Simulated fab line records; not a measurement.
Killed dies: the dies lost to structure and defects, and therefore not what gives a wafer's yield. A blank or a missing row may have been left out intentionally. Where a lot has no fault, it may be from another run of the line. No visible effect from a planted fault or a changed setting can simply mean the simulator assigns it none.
fab line records ; flow n5-finfet
record: lots: 7; wafers: 21; last-day: 16
route steps=1938 shown BEOL_M15@1807 PASSIVATION@1936
lots that met no fault: taken from a fault-free run of the same line
start-h: hours from the record's opening day to when the first of the lot's shown wafers began ; wait-h: how many hours have passed since the lot's step before this one ; " unchanged from the row above ; L1.1+2: a row that stands for several wafers ; - either no value or no given start ; * or withheld: withheld ; < > ~ a bound
route shown NAME@n: a module of which the file shows steps, and the number in the route of the first ; usual: average and standard deviation across the fault-free wafers ; same: alike in all rows ; chamber/n: place in a boat ; sites: per-site readings ; _std_site: standard deviation of those values ; _edge_site: mean of outer sites minus mean of inner sites ; radius-mm: how far each site lies from the wafer's centre ; mask NAME#n: copy n ; behind: the most recent tool/chamber to have shaped the wafer ; hold: reason for holding the lot/hours on hold/outcome of the hold ; device: which transistor (n, p or np) failed to switch ; end of line: the route-end tests of the same wafers ; a step with no rows: only its recipe ; killed: not the wafer's yield, but the dies lost to structure and defects at the first sort ; map: a wafer's dies, x killed, . not, _ none there
set.NAME: the setting the step ran with; set.NAME@STEP: the setting that earlier step ran with ; model.NAME: the simulator's own value behind a step, which no gauge read
lots at some steps of the route; a table a step, a row a wafer
services: the hour from which a tool's chamber was out of use, counted from the record's first day as start-h (under 0 if before that day), plus the number of hours and why
== steps ==
step: N5_BEOL_M15_DESCUM_33
recipe: chemistry: O2; time-s: 7.9; source-power-w: 50; bias-power-w: 20; pressure-mtorr: 20; rf-frequency-hz: 2.712e+07; temp-c: 40; o2-flow-sccm: 225
usual: drypump-motor-current-A: 5.6/0.5; oes-product-au: 0.85/0.095; rf-vpp-V: 243.3/1.4; showerhead-plenum-p-Torr: 2.09/0.08; throttle-valve-pct: 20.3/0.33
lot.wafer;tool;chamber;start-h;wait-h;drypump-motor-current-A;oes-product-au;rf-hours-counter-h;rf-vpp-V;showerhead-plenum-p-Torr;throttle-valve-pct
L938.3;rie-diel-03;2;269.55;0.1;6.6;0.74;182;245.1;2.18;20.4
L938.5;rie-diel-03;0;269.55;0.1;5.7;0.92;-;242.7;2.06;20.4
L938.6;rie-diel-03;3;269.55;0.1;5.4;0.90;-;243.1;2.05;20.4
L940.2;rie-diel-05;0;280.70;0.1;5.5;0.84;80;242.5;2.11;19.9
L940.3;rie-diel-05;3;280.70;0.1;5.0;0.92;26;242.9;2.03;19.6
L940.4;rie-diel-05;2;280.70;0.1;5.7;0.98;5;243.5;2.14;19.8
L942.2;rie-diel-03;0;299.30;0.0;5.7;0.91;22;242.6;2.06;20.4
L942.3;rie-diel-03;3;299.30;0.0;5.5;0.90;35;242.3;2.05;20.4
L942.5;rie-diel-03;3;299.30;0.0;5.4;0.91;-;241.9;2.05;20.5
L948.1;rie-diel-05;1;337.07;0.3;5.8;0.92;27;244.9;2.23;20.1
L948.2;rie-diel-05;3;337.07;0.3;5.0;0.87;41;242.9;2.02;19.6
L948.4;rie-diel-05;2;337.07;0.3;5.7;0.94;19;244.3;2.14;19.8
L950.1;rie-diel-05;1;343.80;0.0;5.8;0.90;29;245.5;2.23;20.1
L950.2;rie-diel-05;2;343.80;0.0;5.7;0.92;21;243.5;2.13;19.8
L950.4;rie-diel-05;0;343.80;0.0;5.5;0.82;98;244.7;2.10;19.9
L954.3;rie-diel-05;2;361.56;0.0;5.6;0.92;26;243.5;2.13;19.8
L954.4;rie-diel-05;0;361.56;0.0;5.5;0.81;104;244.4;2.10;19.9
L954.5;rie-diel-05;2;361.56;0.0;5.7;0.91;-;245.4;2.13;19.8
L953.1;rie-diel-04;3;363.66;0.0;6.1;0.72;188;242.4;2.00;20.5
L953.3;rie-diel-04;2;363.66;0.0;6.3;0.92;19;242.3;2.06;20.5
L953.5;rie-diel-04;3;363.66;0.0;6.1;0.71;-;241.4;2.00;20.6
step: N5_BEOL_M15_ETCH_61
recipe: chemistry: N2/H2; target: BARC; target-depth-a: 890; overetch-a: 267; time-s: 67.9; ion-energy-ev: 200; pressure-mtorr: 30; source-w: 840; bias-w: 150; n2-flow-sccm: 200; h2-flow-sccm: 200
step: N5_BEOL_M15_TRENCH_ETCH_34
recipe: chemistry: C4F8/O2/Ar; target: SiO2; target-depth-a: 8729.3; he-inner-torr: 15; he-outer-torr: 30; time-s: 199; ion-energy-ev: 800; pressure-mtorr: 20; source-w: 1905; bias-w: 2040; Ar_flow_sccm: 400; C4F8_flow_sccm: 16; O2_flow_sccm: 12
step: N5_BEOL_M15_STRIP_36
recipe: chemistry: O2; power-w: 600; temp-c: 60; pressure-mtorr: 30; rf-frequency-hz: 6e+07; bias-power-w: 0; overash-fraction: 0.3; o2-flow-sccm: 225
usual: drypump-motor-current-A: 5.6/0.53; oes-product-au: 0.82/0.1; rf-vpp-V: 3.6/0.97; showerhead-plenum-p-Torr: 2.09/0.081; throttle-valve-pct: 16.56/0.28
lot.wafer;tool;chamber;start-h;wait-h;drypump-motor-current-A;oes-product-au;rf-hours-counter-h;rf-vpp-V;showerhead-plenum-p-Torr;throttle-valve-pct
L938.3;rie-diel-05;1;269.98;0.2;5.8;0.97;9;2.9;2.24;16.25
L938.5;rie-diel-05;0;269.98;0.2;5.5;0.84;-;2.5;2.12;16.17
L938.6;rie-diel-05;1;269.98;0.2;5.8;0.95;-;2.7;2.24;16.25
L940.2;rie-diel-04;1;295.20;14.2;5.0;0.68;201;3.9;2.00;16.75
L940.3;rie-diel-04;3;295.20;14.2;6.1;0.74;162;3.6;2.02;16.80
L940.4;rie-diel-04;1;295.20;14.2;5.0;0.69;-;4.9;2.00;16.77
L942.2;rie-diel-04;1;299.69;0.1;5.0;0.69;203;2.5;2.00;16.74
L942.3;rie-diel-04;0;299.69;0.1;5.1;0.68;246;1.9;1.97;16.67
L942.5;rie-diel-04;1;299.69;0.1;5.0;0.68;-;3.9;2.00;16.73
L948.1;rie-diel-04;0;337.38;0.0;5.1;1.02;1;3.2;2.24;16.16
L948.2;rie-diel-04;2;337.38;0.0;6.3;0.96;11;3.7;2.06;16.67
L948.4;rie-diel-04;3;337.38;0.0;6.1;0.71;181;4.6;2.01;16.85
L950.1;rie-diel-03;3;346.49;2.4;5.4;0.87;49;2.5;2.05;16.65
L950.2;rie-diel-03;1;346.49;2.4;4.9;0.81;92;4.6;2.20;16.89
L950.4;rie-diel-03;0;346.49;2.4;5.6;0.89;36;4.2;2.06;16.57
L954.3;rie-diel-03;0;364.18;2.3;5.6;0.89;41;3.7;2.06;16.58
L954.4;rie-diel-03;3;364.18;2.3;5.4;0.86;54;4.3;2.05;16.64
L954.5;rie-diel-03;3;364.18;2.3;5.4;0.86;-;4.5;2.05;16.65
L953.1;rie-diel-05;2;364.26;0.3;5.8;0.91;27;2.8;2.14;16.09
L953.3;rie-diel-05;1;364.26;0.3;5.8;0.90;35;4.4;2.23;16.31
L953.5;rie-diel-05;1;364.26;0.3;5.8;0.91;-;3.0;2.23;16.30
step: N5_BEOL_M15_STRIP_62
recipe: chemistry: O2; power-w: 600; temp-c: 60; pressure-mtorr: 30; rf-frequency-hz: 6e+07; bias-power-w: 0; overash-fraction: 0.3; o2-flow-sccm: 225
step: N5_BEOL_M15_STRIP_37
recipe: chemistry: O2; power-w: 600; temp-c: 60; pressure-mtorr: 30; rf-frequency-hz: 6e+07; bias-power-w: 0; overash-fraction: 0.3; o2-flow-sccm: 225
usual: drypump-motor-current-A: 5.6/0.53; oes-product-au: 0.82/0.1; rf-vpp-V: 3.6/0.57; showerhead-plenum-p-Torr: 2.09/0.081; throttle-valve-pct: 16.56/0.28
lot.wafer;tool;chamber;start-h;wait-h;drypump-motor-current-A;oes-product-au;rf-hours-counter-h;rf-vpp-V;showerhead-plenum-p-Torr;throttle-valve-pct
L938.3;rie-diel-05;1;-;-;5.8;0.96;9;3.3;2.24;16.26
L938.5;rie-diel-05;0;-;-;5.5;0.85;-;3.6;2.12;16.18
L938.6;rie-diel-05;1;-;-;5.8;0.97;-;3.3;2.24;16.23
L940.2;rie-diel-04;1;-;-;5.0;0.70;201;4.1;2.00;16.76
L940.3;rie-diel-04;3;-;-;6.1;0.74;162;3.5;2.01;16.80
L940.4;rie-diel-04;1;-;-;5.0;0.69;-;3.5;2.00;16.76
L942.2;rie-diel-04;1;-;-;5.0;0.68;203;4.5;2.00;16.75
L942.3;rie-diel-04;0;-;-;5.1;0.68;246;3.7;1.97;16.63
L942.5;rie-diel-04;1;-;-;5.0;0.69;-;3.4;2.00;16.77
L948.1;rie-diel-04;0;-;-;5.1;1.03;1;2.7;2.24;16.19
L948.2;rie-diel-04;2;-;-;6.3;0.96;12;3.8;2.06;16.64
L948.4;rie-diel-04;3;-;-;6.0;0.72;181;4.0;2.01;16.81
L950.1;rie-diel-03;3;-;-;5.5;0.87;49;4.0;2.05;16.65
L950.2;rie-diel-03;1;-;-;4.9;0.81;92;3.9;2.20;16.90
L950.4;rie-diel-03;0;-;-;5.7;0.88;36;3.1;2.06;16.57
L954.3;rie-diel-03;0;-;-;5.6;0.87;41;3.4;2.06;16.58
L954.4;rie-diel-03;3;-;-;5.4;0.87;54;3.7;2.05;16.67
L954.5;rie-diel-03;3;-;-;5.4;0.86;-;3.7;2.05;16.65
L953.1;rie-diel-05;2;-;-;5.7;0.92;27;3.7;2.14;16.11
L953.3;rie-diel-05;1;-;-;5.8;0.90;35;4.5;2.23;16.30
L953.5;rie-diel-05;1;-;-;5.8;0.90;-;3.3;2.23;16.30
step: N5_BEOL_M15_ETCH_38
recipe: chemistry: CF4/N2; target: SiCN; target-depth-a: 1064; taper-deg: 2; time-s: 120.5; ion-energy-ev: 150; mask-material: SiO2; pressure-mtorr: 40; source-w: 430; bias-w: 70; Ar_flow_sccm: 100; cf4-flow-sccm: 60; n2-flow-sccm: 60
usual: drypump-motor-current-A: 5.6/0.52; oes-product-au: 0.82/0.1; rf-vpp-V: 381.9/2.1; showerhead-plenum-p-Torr: 2.19/0.081; throttle-valve-pct: 15.30/0.26
lot.wafer;tool;chamber;start-h;wait-h;drypump-motor-current-A;oes-product-au;rf-hours-counter-h;rf-vpp-V;showerhead-plenum-p-Torr;throttle-valve-pct
L938.3;rie-diel-05;1;-;-;5.8;0.93;10;385.0;2.35;15.00
L938.5;rie-diel-05;0;-;-;5.5;0.84;-;383.2;2.23;14.96
L938.6;rie-diel-05;1;-;-;5.8;0.93;-;386.0;2.35;14.98
L940.2;rie-diel-04;1;-;-;5.0;0.68;201;381.0;2.10;15.50
L940.3;rie-diel-04;3;-;-;6.1;0.74;162;379.9;2.11;15.52
L940.4;rie-diel-04;1;-;-;5.0;0.68;-;380.4;2.10;15.50
L942.2;rie-diel-04;1;-;-;5.0;0.68;203;380.4;2.10;15.49
L942.3;rie-diel-04;0;-;-;5.1;0.69;246;379.3;2.08;15.44
L942.5;rie-diel-04;1;-;-;5.0;0.69;-;379.3;2.10;15.51
L948.1;rie-diel-04;0;-;-;5.1;1.02;1;385.6;2.34;14.93
L948.2;rie-diel-04;2;-;-;6.3;0.99;12;380.8;2.17;15.35
L948.4;rie-diel-04;3;-;-;6.1;0.73;181;379.1;2.11;15.56
L950.1;rie-diel-03;3;-;-;5.5;0.87;49;381.2;2.15;15.37
L950.2;rie-diel-03;1;-;-;4.9;0.81;92;384.7;2.31;15.67
L950.4;rie-diel-03;0;-;-;5.6;0.90;36;381.0;2.15;15.25
L954.3;rie-diel-03;0;-;-;5.6;0.89;41;380.7;2.15;15.25
L954.4;rie-diel-03;3;-;-;5.4;0.87;54;380.7;2.15;15.38
L954.5;rie-diel-03;3;-;-;5.4;0.88;-;380.9;2.15;15.39
L953.1;rie-diel-05;2;-;-;5.7;0.92;27;383.8;2.25;14.88
L953.3;rie-diel-05;1;-;-;5.8;0.87;35;386.4;2.34;15.04
L953.5;rie-diel-05;1;-;-;5.8;0.88;-;385.4;2.34;15.03
step: N5_BEOL_M15_PRECLEAN_39
recipe: chemistry: residue-remover; time-s: 60; temp-c: 40
step: N5_BEOL_M15_SRD_40
recipe: time-s: 30; temp-c: 23; rinse-liquid: diw; dry: n2-spin; spin-rpm: 1500; dry-time-s: 30
step: N5_BEOL_M15_DEGAS_41
recipe: ambient: vacuum; temp-c: 300; time-s: 60
usual: heater-power-w: 457/41; susceptor-temp-C: 300.00/0.19
lot.wafer;tool;chamber;start-h;wait-h;heater-power-w;susceptor-temp-C
L938.3;pvd-sputter-01;-;270.53;0.2;403;299.83
L938.5;pvd-sputter-01;-;270.53;0.2;390;299.81
L938.6;pvd-sputter-01;-;270.53;0.2;469;300.18
L940.2;pvd-sputter-01;-;295.82;0.3;478;300.35
L940.3;pvd-sputter-01;-;295.82;0.3;399;300.20
L940.4;pvd-sputter-01;-;295.82;0.3;477;300.42
L942.2;pvd-sputter-03;-;300.50;0.5;449;299.98
L942.3;pvd-sputter-03;-;300.50;0.5;410;300.12
L942.5;pvd-sputter-03;-;300.50;0.5;503;300.02
L948.1;pvd-sputter-03;-;337.90;0.2;425;299.91
L948.2;pvd-sputter-03;-;337.90;0.2;346;299.70
L948.4;pvd-sputter-03;-;337.90;0.2;478;299.85
L950.1;pvd-sputter-01;-;347.18;0.4;502;299.94
L950.2;pvd-sputter-01;-;347.18;0.4;481;300.21
L950.4;pvd-sputter-01;-;347.18;0.4;400;300.13
L954.3;pvd-sputter-03;-;364.84;0.4;361;299.93
L954.4;pvd-sputter-03;-;364.84;0.4;463;299.95
L954.5;pvd-sputter-03;-;364.84;0.4;491;300.36
L953.1;pvd-sputter-01;-;364.87;0.3;479;299.70
L953.3;pvd-sputter-01;-;364.87;0.3;490;300.14
L953.5;pvd-sputter-01;-;364.87;0.3;505;299.85
step: N5_BEOL_M15_PRE_CLEAN_42
recipe: gas: H2/He; time-s: 30; temp-c: 300
step: N5_BEOL_M15_SPUTTER_43
recipe: material: TaN; target-thk-a: 150; temp-c: 50; bias-v: 168.6; power-w: 15000; chamber-pressure-pa: 0.12; time-s: 24.19
usual: susceptor-temp-C: 50.00/0.11; throttle-valve-pct: 29.4/1.2
lot.wafer;tool;chamber;start-h;wait-h;susceptor-temp-C;throttle-valve-pct
L938.3;pvd-sputter-01;-;270.61;0.0;50.11;29.6
L938.5;pvd-sputter-01;-;270.61;0.0;50.09;29.5
L938.6;pvd-sputter-01;-;270.61;0.0;50.13;28.1
L940.2;pvd-sputter-01;-;295.90;0.0;49.95;28.2
L940.3;pvd-sputter-01;-;295.90;0.0;50.12;29.2
L940.4;pvd-sputter-01;-;295.90;0.0;49.94;27.4
L940.2;pvd-sputter-01;-;296.24;0.3;50.03;28.4
L940.3;pvd-sputter-01;-;296.24;0.3;50.00;29.4
L940.4;pvd-sputter-01;-;296.24;0.3;49.93;27.6
L942.2;pvd-sputter-03;-;300.58;0.0;50.05;29.1
L942.3;pvd-sputter-03;-;300.58;0.0;50.12;30.8
L942.5;pvd-sputter-03;-;300.58;0.0;50.01;31.8
L948.1;pvd-sputter-03;-;337.99;0.0;50.02;31.0
L948.2;pvd-sputter-03;-;337.99;0.0;50.00;29.4
L948.4;pvd-sputter-03;-;337.99;0.0;50.07;31.9
L948.1;pvd-sputter-03;-;338.25;0.2;49.97;31.5
L948.2;pvd-sputter-03;-;338.25;0.2;50.12;29.5
L948.4;pvd-sputter-03;-;338.25;0.2;49.90;31.8
L950.1;pvd-sputter-01;-;347.26;0.0;49.97;30.2
L950.2;pvd-sputter-01;-;347.26;0.0;50.09;27.5
L950.4;pvd-sputter-01;-;347.26;0.0;49.97;29.0
L950.1;pvd-sputter-01;-;347.60;0.3;49.96;30.2
L950.2;pvd-sputter-01;-;347.60;0.3;49.98;27.5
L950.4;pvd-sputter-01;-;347.60;0.3;50.06;29.2
L954.3;pvd-sputter-03;-;364.92;0.0;50.02;29.5
L954.4;pvd-sputter-03;-;364.92;0.0;49.67;29.2
L954.5;pvd-sputter-03;-;364.92;0.0;50.11;31.6
L953.1;pvd-sputter-01;-;364.95;0.0;49.91;28.2
L953.3;pvd-sputter-01;-;364.95;0.0;49.97;27.1
L953.5;pvd-sputter-01;-;364.95;0.0;50.01;30.3
step: N5_BEOL_M15_SPUTTER_44
recipe: material: Ta; target-thk-a: 150; temp-c: 50; bias-v: 80; power-w: 15000; chamber-pressure-pa: 0.07; time-s: 24.19
step: N5_BEOL_M15_SPUTTER_45
recipe: material: Cu; target-thk-a: 1000; temp-c: -20; bias-v: 60; power-w: 26000; chamber-pressure-pa: 0.13; time-s: 16.67
step: N5_BEOL_M15_ECD_47
recipe: material: Cu; target-thk-a: 18600
step: N5_BEOL_M15_ANNEAL_48
recipe: temp-c: 225; time-s: 90; ambient: N2
step: N5_BEOL_M15_CMP_49
recipe: stop-on: SiO2; t-overpolish-s: 4.9; down-force-psi: 2; platen-rpm: 80; clearing-platen-down-force-psi: 2; clearing-platen-rpm: 80; post-cmp-clean: cu-alkaline; target-thk-nm: 850; clearing-platen-pad-velocity-m-s: 1.5917; pad-velocity-m-s: 1.5917
usual: barrier-field-endpoint-s: 11.36/0.26; head-pressure-psi: 2.000/0.0042; motor-current-A: 8.0/1.1; overpolish-run-s: 4.901/0.0085; slurry-filter-dp-kPa: 13.52/0.15
lot.wafer;tool;chamber;start-h;wait-h;barrier-field-endpoint-s;head-pressure-psi;motor-current-A;overpolish-run-s;slurry-filter-dp-kPa
L938.3;cmp-04;1;272.32;0.2;11.41;1.999;8.2;4.894;13.34
L938.6;cmp-04;0;272.32;0.2;11.21;1.994;7.9;4.919;13.60
L938.5;cmp-04;1;272.32;0.2;11.66;2.003;8.1;4.891;13.52
L940.4;cmp-04;1;297.12;0.2;17.61;2.008;8.0;4.904;13.31
L940.3;cmp-04;2;297.12;0.2;17.56;2.001;8.2;4.907;13.59
L940.2;cmp-04;3;297.12;0.2;17.83;2.005;7.0;4.904;13.86
L942.3;cmp-01;0;301.44;0.2;11.72;2.002;7.8;4.902;13.63
L942.2;cmp-01;2;301.44;0.2;11.17;1.995;11.5;4.902;13.46
L942.5;cmp-01;0;301.44;0.2;11.65;2.000;8.0;4.904;13.29
L948.4;cmp-02;1;339.45;0.1;16.54;2.006;7.0;4.888;13.69
L948.1;cmp-02;3;339.45;0.1;16.73;2.001;7.1;4.894;13.43
L948.2;cmp-02;0;339.45;0.1;17.39;2.006;7.7;4.894;13.64
L950.2;cmp-02;1;348.72;0.2;17.12;2.001;7.3;4.906;13.62
L950.4;cmp-02;2;348.72;0.2;17.14;1.990;9.1;4.899;13.08
L950.1;cmp-02;3;348.72;0.2;17.23;2.001;7.2;4.890;13.55
L954.4;cmp-04;2;365.78;0.2;11.00;1.998;8.3;4.892;13.66
L954.3;cmp-04;3;365.78;0.2;11.32;1.999;7.2;4.914;13.34
L954.5;cmp-04;2;365.78;0.2;11.07;1.999;8.2;4.911;13.67
L953.1;cmp-01;0;366.26;0.5;11.25;2.001;8.0;4.915;13.55
L953.3;cmp-01;1;366.26;0.5;10.91;2.006;7.6;4.896;13.42
L953.5;cmp-01;0;366.26;0.5;11.57;1.998;7.8;4.917;13.56
step: N5_BEOL_M15_THK_MEAS_50
recipe: thk-meas-gauge: xrf; reads: Cu_of_BEOL_M15_ECD_47
usual: M15_THK: 817/20
lot.wafer;tool;chamber;start-h;wait-h;M15_THK[nm]
L938.3;film-metro-01;-;272.58;-;805
L938.5;film-metro-01;-;272.58;-;829
L938.6;film-metro-01;-;272.58;-;838
L940.2;film-metro-01;-;297.38;-;790
L940.3;film-metro-01;-;297.38;-;805
L940.4;film-metro-01;-;297.38;-;814
L942.2;film-metro-01;-;301.70;-;827
L942.3;film-metro-01;-;301.70;-;846
L942.5;film-metro-01;-;301.70;-;847
L948.1;film-metro-01;-;339.75;-;785
L948.2;film-metro-01;-;339.75;-;821
L948.4;film-metro-01;-;339.75;-;813
L950.1;film-metro-02;-;349.01;-;779
L950.2;film-metro-02;-;349.01;-;797
L950.4;film-metro-02;-;349.01;-;781
L954.3;film-metro-02;-;366.04;-;817
L954.4;film-metro-02;-;366.04;-;808
L954.5;film-metro-02;-;366.04;-;814
L953.1;film-metro-02;-;366.53;-;812
L953.3;film-metro-02;-;366.53;-;836
L953.5;film-metro-02;-;366.53;-;805
step: N5_PASSIVATION_PROBE_49
usual: defect-limited-yield: 91.5/1.6; killed_at_M0_to_M3: 33/10; killed_at_M4_up: 13/5.6; killed-at-contacts: 13/6; killed-at-front-end: 39/12; killed-at-other: 3.0/2.8; killed-dies: 101/19; killed-open: 65/13; killed-short: 32/8.3; sort_bin_5_function: 5.0/1; sort_bin_6_memory: 3.1/0.69; sort-n-pass: 1079/19; sort-yield-pct: 91.5/1.6
same: gross-dies: 1180; killed-at-back-side: 0; sort_bin_4_leakage[%]: 0; sort_bin_8_speed[%]: 0
lot.wafer;tool;chamber;start-h;wait-h;defect-limited-yield[%];killed_at_M0_to_M3;killed_at_M4_up;killed-at-contacts;killed-at-front-end;killed-at-other;killed-dies;killed-open;killed-short;sort_bin_5_function[%];sort_bin_6_memory[%];sort-n-pass;sort-yield-pct[%]
L940.2;prober-01;-;311.50;0.1;91.4;24;9;9;55;4;101;46;49;4.6;3.5;1079;91.4
L940.3;prober-01;-;311.55;0.1;91.3;29;7;12;52;3;103;60;34;4.7;3.1;1077;91.3
L940.4;prober-01;-;311.60;0.2;89.7;45;10;10;48;8;121;84;36;5.8;4.2;1059;89.7
L942.2;prober-02;-;315.76;0.1;91.4;23;8;25;41;4;101;75;26;5.1;3.2;1079;91.4
L942.3;prober-02;-;315.81;0.1;91.8;37;7;23;30;0;97;68;29;4.3;3.6;1083;91.8
L942.5;prober-02;-;315.91;0.2;90.8;29;5;12;58;4;108;69;36;5.7;3.2;1072;90.8
L948.1;prober-01;-;355.45;0.0;92.5;31;5;17;34;1;88;64;23;4.4;3.0;1092;92.5
L948.2;prober-01;-;355.50;0.1;92.7;16;10;15;42;3;86;56;29;4.3;2.7;1094;92.7
L948.4;prober-01;-;355.60;0.2;92.7;30;15;21;17;3;86;59;27;4.7;2.3;1094;92.7
L950.1;prober-02;-;363.83;0.0;89.9;16;17;14;71;1;119;75;42;5.4;4.2;1061;89.9
L950.2;prober-02;-;363.88;0.1;89.9;47;13;19;39;1;119;67;39;5.1;3.8;1061;89.9
L950.4;prober-02;-;363.98;0.2;89.6;40;14;23;45;1;123;74;42;5.8;3.7;1057;89.6
killed by level:class
L940.2 GATE_CUT:geometric-particle:short=14 FIN_SAQP:geometric-particle:open=10 STI_FIN_REVEAL:geometric-particle:open=9 FIN_SAQP:geometric-particle:short=8 MOL_CONTACT_COAG:geometric-particle:open=7 BEOL_M3:geometric-particle:open=5 BEOL_M0_SAQP:geometric-particle:short=4 BEOL_M3:geometric-particle:short=4
L940.3 FIN_SAQP:geometric-particle:open=13 MOL_CONTACT_COAG:geometric-particle:open=9 GATE_CUT:geometric-particle:short=8 BEOL_M3:geometric-particle:open=8 HKMG_FIN:area-etch=7 FIN_SAQP:geometric-particle:short=5 DUMMY_GATE:geometric-particle:open=5 BEOL_M0_SAQP:geometric-particle:open=5
L940.4 BEOL_M3:geometric-particle:open=14 FIN_SAQP:geometric-particle:open=13 STI_FIN_REVEAL:geometric-particle:open=9 MOL_CONTACT_COAG:geometric-particle:open=9 BEOL_M0_SAQP:geometric-particle:open=9 BEOL_M2:geometric-particle:open=8 GATE_CUT:geometric-particle:short=7 BEOL_M0_SAQP:geometric-particle:short=7
L942.2 MOL_CONTACT_COAG:geometric-particle:open=20 STI_FIN_REVEAL:geometric-particle:open=9 FIN_SAQP:geometric-particle:open=8 BEOL_M1:geometric-particle:open=6 BEOL_M3:geometric-particle:open=6 MOL_CONTACT_COAG:geometric-particle:short=5 STARTING-WAFER:geometric-particle:short=5 BEOL_M0_SAQP:geometric-particle:open=4
L942.3 MOL_CONTACT_COAG:geometric-particle:open=20 STI_FIN_REVEAL:geometric-particle:open=11 BEOL_M1:geometric-particle:open=9 BEOL_M0_SAQP:geometric-particle:short=8 BEOL_M0_SAQP:geometric-particle:open=6 BEOL_M3:geometric-particle:open=5 STARTING-WAFER:geometric-particle:open=5 STARTING-WAFER:geometric-particle:short=4
L942.5 STI_FIN_REVEAL:geometric-particle:open=20 BEOL_M0_SAQP:geometric-particle:open=14 FIN_SAQP:geometric-particle:open=9 STI_FIN_REVEAL:geometric-particle:short=9 MOL_CONTACT_COAG:geometric-particle:open=8 ILD0:geometric-particle:short=6 BEOL_M3:geometric-particle:open=5 MOL_CONTACT_COAG:geometric-particle:short=4
L948.1 MOL_CONTACT_COAG:geometric-particle:open=14 FIN_SAQP:geometric-particle:open=10 FIN_SAQP:geometric-particle:short=8 BEOL_M1:geometric-particle:open=8 BEOL_M3:geometric-particle:open=7 BEOL_M0_SAQP:geometric-particle:open=6 BEOL_M2:geometric-particle:open=5 DUMMY_GATE:geometric-particle:open=3
L948.2 MOL_CONTACT_COAG:geometric-particle:open=11 FIN_SAQP:geometric-particle:open=10 GATE_CUT:geometric-particle:short=6 FIN_SAQP:geometric-particle:short=5 BEOL_M4:geometric-particle:open=5 GATE_CUT:geometric-particle:open=4 MOL_CONTACT_COAG:geometric-particle:short=4 BEOL_M3:geometric-particle:open=4
L948.4 MOL_CONTACT_COAG:geometric-particle:open=17 BEOL_M3:geometric-particle:open=10 BEOL_M0_SAQP:geometric-particle:open=5 BEOL_M4:geometric-particle:open=5 MOL_CONTACT_COAG:geometric-particle:short=4 DUMMY_GATE:geometric-particle:open=3 BEOL_M0_SAQP:geometric-particle:short=3 BEOL_M1:geometric-particle:open=3
L950.1 FIN_SAQP:geometric-particle:open=13 STI_FIN_REVEAL:geometric-particle:open=11 GATE_CUT:geometric-particle:short=10 MOL_CONTACT_COAG:geometric-particle:open=10 DUMMY_GATE:geometric-particle:open=9 FIN_SAQP:geometric-particle:short=6 GATE_CUT:geometric-particle:open=5 BEOL_M8:geometric-particle:open=4
L950.2 BEOL_M2:geometric-particle:open=15 MOL_CONTACT_COAG:geometric-particle:open=13 HKMG_FIN:area-etch=11 BEOL_M1:geometric-particle:short=7 BEOL_M0_SAQP:geometric-particle:open=6 STI_FIN_REVEAL:geometric-particle:open=5 MOL_CONTACT_COAG:geometric-particle:short=5 STARTING-WAFER:geometric-particle:short=5
L950.4 MOL_CONTACT_COAG:geometric-particle:open=16 BEOL_M0_SAQP:geometric-particle:short=14 BEOL_M2:geometric-particle:open=10 STI_FIN_REVEAL:geometric-particle:open=7 BEOL_M0_SAQP:geometric-particle:open=7 FIN_SAQP:geometric-particle:short=6 MOL_CONTACT_COAG:geometric-particle:short=6 STARTING-WAFER:geometric-particle:open=6
== services ==
tool;chamber;start-h;hours;kind
cmp-04;-;245.69;4.0;pm
cmp-04;-;249.69;-;consumable-replace:conditioner
cmp-04;-;249.69;-;consumable-replace:pad
cmp-02;-;258.45;4.3;repair
cmp-02;-;267.14;0.2;repair
rie-diel-04;2;287.02;-;clean
rie-diel-04;2;287.02;-;consumable-replace:focus-ring
cmp-04;-;299.37;0.3;repair
cmp-02;-;300.52;4.0;pm
cmp-02;-;304.52;-;consumable-replace:conditioner
cmp-02;-;304.52;-;consumable-replace:pad
rie-diel-04;0;309.21;-;clean
rie-diel-04;0;309.21;-;consumable-replace:esc
rie-diel-04;0;309.21;-;consumable-replace:focus-ring
rie-diel-04;0;309.21;-;consumable-replace:showerhead
rie-diel-04;0;309.21;25.9;scheduled-down
rie-diel-04;0;309.21;25.9;vent-cycle
pvd-sputter-03;-;328.74;2.3;repair
cmp-04;-;345.28;1.9;repair
rie-diel-04;1;359.38;18.2;repair
pvd-sputter-01;-;359.72;0.6;repair
== key ==
first-sign: step: N5_BEOL_M15_SPUTTER_43; reading: visit; direction: added
effect: step: N5_BEOL_M15_CMP_49; reading: barrier-field-endpoint-s; direction: up; sigmas: 22; usual: 11.36; struck: 17.24
met-at N5_BEOL_M15_SPUTTER_43
struck-wafers L940.2,L940.3,L940.4,L948.1,L948.2,L948.4,L950.1,L950.2,L950.4
baseline-loss: step: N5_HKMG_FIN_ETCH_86; wafers: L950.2
fault: kind: repeated-step-whole; tool: pvd-sputter-01,pvd-sputter-02,pvd-sputter-03; chamber: -; onset-h: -; steps: N5_BEOL_M15_SPUTTER_43; times: 1; scope: struck-lots-only
baseline-loss: these wafers lose ten dies or more at that step, a loss of the line's own and not of a fault; the sort's usual values leave them out
